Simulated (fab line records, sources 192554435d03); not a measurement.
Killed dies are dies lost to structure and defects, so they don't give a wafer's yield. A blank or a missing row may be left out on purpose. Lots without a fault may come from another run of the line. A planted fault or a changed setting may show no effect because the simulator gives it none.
Which tool did it? | flow n5_finfet | 19 lots, 57 wafers sampled, at 2 steps of a route of 1938

WHAT THE GAUGES READ, wafer by wafer
N5_BEOL_M10_OVL_MEAS_12. Usual: M10_OVL -0.2 nm, standard deviation 0.8.
lot  | measured     | on         | M10_OVL (nm)   | flag
L074 | day 9 18:55  | overlay-01 | -0.1 -0.3 -1.0 |
L075 | day 10 03:46 | overlay-02 | -1.7 -0.6 -1.8 |
L076 | day 10 09:02 | overlay-01 | -0.5 0.2 -0.8  |
L077 | day 10 20:49 | overlay-01 | -0.1 -0.7 0.2  |
L080 | day 11 12:16 | overlay-01 | -0.4 -0.7 0.2  |
L079 | day 11 15:55 | overlay-02 | -0.9 -1.2 -0.5 |
L081 | day 11 20:54 | overlay-01 | 0.7 0.6 0.0    |
L082 | day 12 08:53 | overlay-01 | -1.3 -0.7 -1.5 |
L083 | day 12 09:03 | overlay-02 | 0.3 0.2 0.4    |
L086 | day 13 00:17 | overlay-02 | 0.6 0.1 0.1    |
L084 | day 13 00:37 | overlay-02 | -0.1 -0.8 -1.5 |
L087 | day 13 05:50 | overlay-01 | -0.2 0.9 -0.2  |
L088 | day 13 09:49 | overlay-01 | 0.0 0.3 -0.6   |
L089 | day 14 05:23 | overlay-02 | -0.7 -1.5 0.4  |
L090 | day 14 05:43 | overlay-01 | 1.4 2.0 0.5    |
L091 | day 14 10:05 | overlay-02 | 0.3 0.8 0.1    |
L092 | day 14 20:59 | overlay-01 | 0.0 -0.7 -1.1  |
L093 | day 15 08:36 | overlay-01 | 0.5 -0.3 0.2   |
L097 | day 15 15:08 | overlay-02 | 1.4 0.0 1.3    |

WHICH TOOL RAN EACH LOT (tool, then ch and the chambers of the sampled wafers, then the start)
lot  | N5_BEOL_M9_ETCH_41
L074 | rie_diel-01 ch 0,2,3, day 9 18:55 or earlier
L075 | rie_diel-05 ch 0,1,3, day 10 03:46 or earlier
L076 | rie_diel-05 ch 1,2,3, day 10 09:02 or earlier
L077 | rie_diel-02 ch 1,2,3, day 10 20:49 or earlier
L080 | rie_diel-05 ch 0,2,3, day 11 12:16 or earlier
L079 | rie_diel-02 ch 0,3, day 11 15:55 or earlier
L081 | rie_diel-02 ch 0,2,3, day 11 20:54 or earlier
L082 | rie_diel-05 ch 1,2,3, day 12 08:53 or earlier
L083 | rie_diel-01 ch 0,2,3, day 12 09:03 or earlier
L086 | rie_diel-02 ch 0,2,3, day 13 00:17 or earlier
L084 | rie_diel-01 ch 1,2,3, day 13 00:37 or earlier
L087 | rie_diel-05 ch 0,1,3, day 13 05:50 or earlier
L088 | rie_diel-05 ch 0,1,2, day 13 09:49 or earlier
L089 | rie_diel-01 ch 0,2,3, day 14 05:23 or earlier
L090 | rie_diel-02 ch 0,1,3, day 14 05:43 or earlier
L091 | rie_diel-02 ch 0,2,3, day 14 10:05 or earlier
L092 | rie_diel-01 ch 0,3, day 14 20:59 or earlier
L093 | rie_diel-01 ch 1,2,3, day 15 08:36 or earlier
L097 | rie_diel-01 ch 0,2,3, day 15 15:08 or earlier
- N5_BEOL_M9_ETCH_41: etches SiCN in CH3F/O2, target depth 36.6 nm, time 70.1 s.

WHAT THE TOOLS THEMSELVES READ (means of the sampled wafers that have a number; where no wafer has one, the mark that the record gives instead)
N5_BEOL_M9_ETCH_41. Usual: CH3F_flow_sccm 30.00 sccm, standard deviation 0.089; bias_w 74.96 W, standard deviation 0.22; drypump_motor_current_A 5.7 A, standard deviation 0.43; oes_product_au 0.73 a.u., standard deviation 0.063; rf_vpp_V 297.1 V, standard deviation 1.8; showerhead_plenum_p_Torr 1.99 Torr, standard deviation 0.075; throttle_valve_pct 16.43 %, standard deviation 0.18.
lot  | tool        | CH3F_flow_sccm (sccm) | bias_w (W) | drypump_motor_current_A (A) | oes_product_au (a.u.) | rf_vpp_V (V) | showerhead_plenum_p_Torr (Torr) | throttle_valve_pct (%) | flag
L074 | rie_diel-01 | 30.04                 | 74.77      | 5.7                         | 0.74                  | 296.9        | 1.97                            | 16.50                  |
L075 | rie_diel-05 | 30.02                 | 75.00      | 5.7                         | 0.76                  | 298.1        | 2.03                            | 16.52                  |
L076 | rie_diel-05 | 29.98                 | 74.77      | 5.6                         | 0.70                  | 297.7        | 2.01                            | 16.55                  |
L077 | rie_diel-02 | 30.03                 | 75.00      | 5.6                         | 0.70                  | 297.1        | 1.98                            | 16.35                  |
L080 | rie_diel-05 | 30.11                 | 74.82      | 5.7                         | 0.74                  | 298.7        | 2.08                            | 16.44                  |
L079 | rie_diel-02 | 30.06                 | 75.23      | 5.8                         | 0.70                  | 296.4        | 1.96                            | 16.32                  |
L081 | rie_diel-02 | 30.00                 | 74.97      | 5.5                         | 0.70                  | 296.7        | 1.95                            | 16.32                  |
L082 | rie_diel-05 | 29.97                 | 75.08      | 5.6                         | 0.70                  | 297.2        | 2.01                            | 16.58                  |
L083 | rie_diel-01 | 30.01                 | 75.18      | 5.7                         | 0.72                  | 296.7        | 1.96                            | 16.53                  |
L086 | rie_diel-02 | 29.97                 | 75.01      | 5.5                         | 0.70                  | 296.7        | 1.95                            | 16.33                  |
L084 | rie_diel-01 | 29.94                 | 74.92      | 5.8                         | 0.74                  | 297.9        | 1.99                            | 16.39                  |
L087 | rie_diel-05 | 30.06                 | 74.90      | 5.7                         | 0.73                  | 297.0        | 2.02                            | 16.56                  |
L088 | rie_diel-05 | 29.93                 | 74.88      | 5.7                         | 0.73                  | 297.1        | 2.02                            | 16.56                  |
L089 | rie_diel-01 | 29.95                 | 75.05      | 5.7                         | 0.71                  | 296.3        | 1.95                            | 16.56                  |
L090 | rie_diel-02 | 30.04                 | 74.92      | 5.9                         | 0.69                  | 297.2        | 1.98                            | 16.41                  |
L091 | rie_diel-02 | 30.06                 | 74.73      | 5.5                         | 0.69                  | 296.6        | 1.95                            | 16.35                  |
L092 | rie_diel-01 | 30.02                 | 74.93      | 5.7                         | 0.73                  | 295.4        | 1.90                            | 16.55                  |
L093 | rie_diel-01 | 29.98                 | 74.86      | 5.8                         | 0.73                  | 296.4        | 1.99                            | 16.43                  |
L097 | rie_diel-01 | 29.94                 | 74.85      | 5.7                         | 0.70                  | 296.2        | 1.95                            | 16.57                  |

THE ANSWER, worked out from the rows above alone
Rule: a lot is off if the mean of its wafers that have a number lies more than 3 standard deviations from the usual mean. A lot without any number at a reading at which 4 lots or more have one is off too. The other lots that the step has rows for count as sound. The gauges are gone through in route order, then the tools' own readings, and for those a lot's mean is taken as printed above. The first step at which some lot is off is used, and at that step the reading that is off furthest; a lot without a number counts as furthest.
No lot is off at any reading shown: from this, nothing can be told.

WHAT THE SIMULATOR HAD PUT IN
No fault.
